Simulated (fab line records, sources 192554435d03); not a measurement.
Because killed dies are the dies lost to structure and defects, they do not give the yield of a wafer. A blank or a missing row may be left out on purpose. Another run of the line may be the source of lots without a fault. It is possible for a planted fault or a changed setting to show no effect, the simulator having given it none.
Problem report in the 8D (eight disciplines) form, filled by code || flow n5-finfet || the parts of the form that need people (team, actions taken, sign-off) are left out

== 1. PROBLEM STATEMENT ==
Mean of cd-nm at N5_PMOS_HMC_CHANNEL_EPI_CD_MEAS_09: 228.7 nm over 2 wafers from 1 lot, against 237.4 nm (standard deviation 0.88) on wafers with no fault. Relative to the usual mean, that is a shift of -9.9 standard deviations.
The step: target cd 237.4 nm.
Earliest sighting: wafer L732.4 on cd-sem-02 at day 4 22:53. The record has a number at this step for 27 wafers belonging to 9 lots. Rule for "out", or "out of limits": more than 4 standard deviations from the usual mean. The other wafers with a number count as sound.

== 2. WHAT IT IS; WHAT IT IS NOT ==
{"question": "which readings at this step", "is": "cd-nm", "is not": "-"}
{"question": "which lots", "is": "L732", "is not": "L721, L722, L723, L725, L726, L730, L731, L742"}
{"question": "which wafers of those lots", "is": "L732.4, L732.6", "is not": "L732.2"}
{"question": "read on which gauges", "is": "cd-sem-02", "is not": "cd-sem-01, cd-sem-03"}
{"question": "when", "is": "from day 4 22:53", "is not": "up to then (22 sound wafers); but 3 sound wafers of L742 came after"}

== 3. SUSPECTS, AND WHAT RULES EACH OUT ==
Counting: a tool at a process step up to the reading stays a suspect if it ran every lot that is out. Sound lots after the first of them don't rule it out here, since some wafers of a struck lot are sound.
- ruled out: the gauge at N5_PMOS_HMC_CHANNEL_EPI_CD_MEAS_09. All the wafers that are out were read on cd-sem-02, but those of them that N5_PMOS_HMC_CHANNEL_EPI_PEB_07 has rows for are out there too, on other tools.
- pecvd-03 at N5_ZERO_LAYER_PECVD_02 (deposits SiO2 from SiH4/N2O, target thk 10 nm, time 6 s): kept. It processed L732, the lot that is out, at day 4 18:18, and its most recent sound lot before then was L730 at day 4 06:17.
- litho-track-03 at N5_PMOS_HMC_CHANNEL_EPI_PEB_07 (peb time 60 s): kept. It processed L732, the lot that is out, at day 4 22:49, and its most recent sound lot before then was L731 at day 4 17:23. Out on those wafers are its own readings of heater-power-total-W.
The count leaves litho-track-03 at N5_PMOS_HMC_CHANNEL_EPI_PEB_07 and pecvd-03 at N5_ZERO_LAYER_PECVD_02.

== 4. THE CAUSE (what the simulator had put in) ==
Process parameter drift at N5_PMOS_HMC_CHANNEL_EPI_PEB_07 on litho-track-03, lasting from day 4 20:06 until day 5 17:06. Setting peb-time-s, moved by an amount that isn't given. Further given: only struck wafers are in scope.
Counting leaves 2 suspects; this tool is one of them.

== 5. SEQUENCE OF EFFECTS, ordered by route ==
Rows list readings where the struck wafers' mean (over those with a number) sits beyond 3 standard deviations from the usual. Scope: only readings with a usual standard deviation given in the record; hours: median across lots of the time from each lot's start at the first step in this table that gives one to its start at this step; sigmas: change in usual standard deviations.
{"hours": 0, "step": "N5_PMOS_HMC_CHANNEL_EPI_PEB_07", "reading": "heater-power-total-W", "usual": "175.2 W", "on struck wafers": 200.7, "change": "+25.5", "sigmas": "+16"}
{"hours": 0, "step": "N5_PMOS_HMC_CHANNEL_EPI_CD_MEAS_09", "reading": "cd-nm", "usual": "237.4 nm", "on struck wafers": 228.7, "change": -8.7, "sigmas": -9.9}
Its process steps:
- N5_PMOS_HMC_CHANNEL_EPI_PEB_07: peb time 60 s.
Later steps that measure or inspect, where all struck wafers having a row at the step show a number for every such reading and not one has moved that far: N5_BEOL_M4_RC_MEAS_101.

== 6. HOW IT WOULD HAVE BEEN CAUGHT EARLIER ==
Counted from the fault's start at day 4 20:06, it took 3 hours until the first out-of-limits reading at a measuring or inspecting step in this record, taken at day 4 22:53.
Tool's own readings at N5_PMOS_HMC_CHANNEL_EPI_PEB_07, heater-power-total-W: out on all struck wafers the step has rows for; an alarm limit on them would have tripped on the first.
Each of the lots that are out, 1 in all, had begun N5_PMOS_HMC_CHANNEL_EPI_PEB_07 on litho-track-03 no later than day 4 22:53. Holding the tool at that point would not have protected any of them.
